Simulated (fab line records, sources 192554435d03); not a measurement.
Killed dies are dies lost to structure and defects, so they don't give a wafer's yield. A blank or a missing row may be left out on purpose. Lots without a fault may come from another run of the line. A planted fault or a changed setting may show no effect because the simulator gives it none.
Which tool did it? | flow n5_finfet | 11 lots, 33 wafers sampled, at 5 steps of a route of 1938

WHAT THE GAUGES READ, wafer by wafer
N5_FIN_CUT_OVL_MEAS_09.
lot  | measured    | on         | FIN_CUT_OVL (nm)
L398 | day 2 15:38 | overlay-02 | -0.2 -0.5 -0.9
L399 | day 2 21:12 | overlay-01 | -0.6 0.1 0.2
L401 | day 3 08:13 | overlay-01 | -0.2 -0.3 0.6
L402 | day 3 15:11 | overlay-02 | -1.2 -0.1 -1.4
L403 | day 3 20:47 | overlay-01 | 1.0 0.5 -0.7
L404 | day 4 04:14 | overlay-01 | -0.9 -1.0 -1.4
L405 | day 4 09:07 | overlay-01 | 0.4 -0.1 -0.7
L406 | day 4 17:42 | overlay-02 | -0.4 -0.8 -1.3
L408 | day 5 05:54 | overlay-01 | 1.3 1.3 -0.4
L415 | day 7 02:43 | overlay-01 | 0.6 1.3 -0.1
L417 | day 7 09:17 | overlay-02 | 0.0 0.2 -0.6

N5_FIN_CUT_INSPECT_17: inspects for defects (brightfield).
lot  | measured    | on                | raw_defect_count
L398 | day 2 16:38 | defect_inspect-01 | 224 168 161
L399 | day 2 22:12 | defect_inspect-02 | 211 216 152
L401 | day 3 09:13 | defect_inspect-01 | 168 181 166
L402 | day 3 16:31 | defect_inspect-01 | 369 170 113
L403 | day 3 21:47 | defect_inspect-01 | 263 268 226
L404 | day 4 05:41 | defect_inspect-01 | 252 170 305
L405 | day 4 10:07 | defect_inspect-01 | 312 283 349
L406 | day 4 18:44 | defect_inspect-02 | 302 467 483
L408 | day 5 06:58 | defect_inspect-01 | 312 240 342
L415 | day 7 03:47 | defect_inspect-01 | 310 410 338
L417 | day 7 10:43 | defect_inspect-02 | 349 200 229

N5_BEOL_M4_RC_MEAS_101.
lot  | measured     | on        | DIBL_N (mV/V)  | DIBL_P (mV/V)  | IOFF_N (nA/um) | IOFF_P (nA/um) | ION_N (uA/um) | ION_P (uA/um) | SS_N (mV/dec)  | SS_P (mV/dec)  | VT_N (mV)   | VT_P (mV)
L398 | day 8 10:26  | prober-01 | 38.3 40.0 36.8 | 38.3 40.5 37.0 | 0.19 0.24 0.18 | 0.26 0.31 0.24 | 684 685 685   | 460 469 466   | 71.3 72.7 71.6 | 74.0 74.1 73.1 | 246 244 247 | -247 -242 -246
L399 | day 8 15:17  | prober-02 | 38.1 34.9 36.7 | 38.5 35.8 37.3 | 0.19 0.14 0.17 | 0.23 0.19 0.21 | 682 657 676   | 462 450 462   | 72.5 71.9 71.4 | 73.5 72.8 73.5 | 248 253 250 | -250 -253 -253
L401 | day 9 02:31  | prober-02 | 37.4 34.8 35.5 | 38.4 34.5 35.5 | 0.18 0.13 0.15 | 0.23 0.16 0.18 | 679 674 671   | 467 461 458   | 71.6 70.8 70.8 | 74.6 73.0 73.6 | 249 251 251 | -246 -251 -253
L402 | day 9 08:15  | prober-02 | 35.1 34.4 36.1 | 35.8 34.5 37.2 | 0.15 0.14 0.18 | 0.20 0.19 0.23 | 688 674 681   | 470 460 468   | 71.5 71.0 71.5 | 73.1 72.3 73.6 | 249 246 246 | -250 -252 -248
L403 | day 9 11:34  | prober-02 | 36.8 35.1 36.4 | 38.0 37.1 37.7 | 0.17 0.14 0.16 | 0.21 0.18 0.20 | 669 669 672   | 454 451 450   | 72.3 71.1 71.1 | 73.7 72.7 73.2 | 248 251 246 | -254 -251 -253
L404 | day 9 11:06  | prober-01 | 39.4 39.1 38.0 | 39.6 39.7 38.2 | 0.27 0.25 0.23 | 0.30 0.30 0.27 | 700 697 697   | 471 473 471   | 72.8 71.7 71.8 | 74.4 74.9 73.8 | 242 241 242 | -245 -244 -250
L405 | day 9 16:11  | prober-02 | 35.6 33.9 34.7 | 36.2 33.8 35.1 | 0.16 0.12 0.14 | 0.19 0.15 0.17 | 684 671 676   | 463 455 463   | 71.6 71.2 71.1 | 73.1 73.2 73.2 | 248 253 249 | -250 -254 -253
L406 | day 10 10:41 | prober-02 | 38.8 34.4 37.4 | 41.1 35.3 38.8 | 0.20 0.12 0.18 | 0.27 0.17 0.23 | 688 658 693   | 473 454 465   | 71.6 70.9 71.7 | 74.6 72.6 73.9 | 245 252 247 | -250 -256 -253
L408 | day 11 02:02 | prober-02 | 34.1 35.5 35.3 | 33.4 35.1 35.6 | 0.13 0.15 0.15 | 0.16 0.18 0.18 | 667 677 671   | 456 463 461   | 70.7 71.3 71.5 | 72.5 73.8 73.5 | 249 253 252 | -254 -253 -254
L415 | day 12 18:07 | prober-02 | 36.1 34.3 35.9 | 38.3 35.7 37.9 | 0.17 0.14 0.17 | 0.23 0.19 0.22 | 681 670 683   | 468 466 465   | 71.4 70.0 70.7 | 73.1 73.2 73.0 | 244 251 248 | -250 -252 -250
L417 | day 13 02:18 | prober-02 | 36.0 37.7 37.8 | 35.2 37.2 37.0 | 0.16 0.18 0.19 | 0.22 0.24 0.25 | 677 697 692   | 469 471 472   | 70.8 71.9 71.6 | 73.1 73.8 73.7 | 249 247 248 | -249 -246 -247

WHICH TOOL RAN EACH LOT (tool, then ch and the chambers of the sampled wafers, then the start)
lot  | N5_FIN_CUT_PRECLEAN_35            | N5_STI_FIN_REVEAL_ALD_00
L398 | vapor_etch-02 ch 0,1, day 2 16:17 | ald_sin-02 ch 0,1,3, day 2 16:41
L399 | vapor_etch-01 ch 0,1, day 2 21:50 | ald_sin-02 ch 0,1,3, day 2 22:37
L401 | vapor_etch-02 ch 0,1, day 3 08:52 | ald_sin-01 ch 0,1,2, day 3 09:15
L402 | vapor_etch-01 ch 0,1, day 3 16:01 | ald_sin-01 ch 0,1,3, day 3 16:33
L403 | vapor_etch-02 ch 0,1, day 3 21:25 | ald_sin-01 ch 0,2,3, day 3 21:49
L404 | vapor_etch-02 ch 0,1, day 4 05:19 | ald_sin-02 ch 0,3, day 4 05:45
L405 | vapor_etch-02 ch 0,1, day 4 09:45 | ald_sin-01 ch 0,3, day 4 10:49
L406 | vapor_etch-02 ch 0,1, day 4 18:22 | ald_sin-01 ch 0,1,2, day 4 18:46
L408 | vapor_etch-02 ch 0,1, day 5 06:35 | ald_sin-02 ch 1,2,3, day 5 06:59
L415 | vapor_etch-01 ch 0,1, day 7 03:23 | ald_sin-01 ch 1,2,3, day 7 03:50
L417 | vapor_etch-01 ch 1, day 7 10:15   | ald_sin-01 ch 0,3, day 7 10:45
- N5_FIN_CUT_PRECLEAN_35: cleans in vHF, time 13.3 s.
- N5_STI_FIN_REVEAL_ALD_00: deposits SiO2, target thk 1 nm, pulse time 1 s.

WHAT THE TOOLS THEMSELVES READ (means of the sampled wafers that have a number; where no wafer has one, the mark that the record gives instead)
N5_FIN_CUT_PRECLEAN_35.
lot  | tool          | drypump_motor_current_A (A) | temp_c (C)
L398 | vapor_etch-02 | 5.88                        | 45.03
L399 | vapor_etch-01 | 6.00                        | 44.92
L401 | vapor_etch-02 | 5.90                        | 45.10
L402 | vapor_etch-01 | 6.05                        | 45.00
L403 | vapor_etch-02 | 5.82                        | 44.83
L404 | vapor_etch-02 | 5.86                        | 45.01
L405 | vapor_etch-02 | 5.92                        | 44.90
L406 | vapor_etch-02 | 5.89                        | 44.92
L408 | vapor_etch-02 | 5.84                        | 45.04
L415 | vapor_etch-01 | 6.07                        | 44.96
L417 | vapor_etch-01 | 6.14                        | 44.96

N5_STI_FIN_REVEAL_ALD_00.
lot  | tool       | heater_power_w (W) | precursor_pulse_height_rel
L398 | ald_sin-02 | 509                | 0.962
L399 | ald_sin-02 | 512                | 0.986
L401 | ald_sin-01 | 474                | 0.994
L402 | ald_sin-01 | 505                | 0.983
L403 | ald_sin-01 | 472                | 0.987
L404 | ald_sin-02 | 545                | 1.008
L405 | ald_sin-01 | 501                | 1.008
L406 | ald_sin-01 | 473                | 1.001
L408 | ald_sin-02 | 471                | 0.994
L415 | ald_sin-01 | 469                | 0.987
L417 | ald_sin-01 | 509                | 0.981

THE ANSWER, worked out from the rows above alone
Rule: what is usual is taken from the lots themselves. Put in order of their means at a reading, lots are off if they are a third of the lots or fewer, leave a main group of 4 or more, and stand apart from it by a gap of 3 or more times the standard deviation of the main group's means; of several such gaps the widest counts. A main group whose means are all the same, to the digits that the tables above print for the reading, isn't used. A lot without any number at a reading at which 4 lots or more have one is off too. The other lots that the step has rows for count as sound. The gauges are gone through in route order, then the tools' own readings, and for those a lot's mean is taken as printed above. The first step at which some lot is off is used, and at that step the reading that is off furthest; a lot without a number counts as furthest.
No lot is off at any reading shown: from this, nothing can be told.

WHAT THE SIMULATOR HAD PUT IN
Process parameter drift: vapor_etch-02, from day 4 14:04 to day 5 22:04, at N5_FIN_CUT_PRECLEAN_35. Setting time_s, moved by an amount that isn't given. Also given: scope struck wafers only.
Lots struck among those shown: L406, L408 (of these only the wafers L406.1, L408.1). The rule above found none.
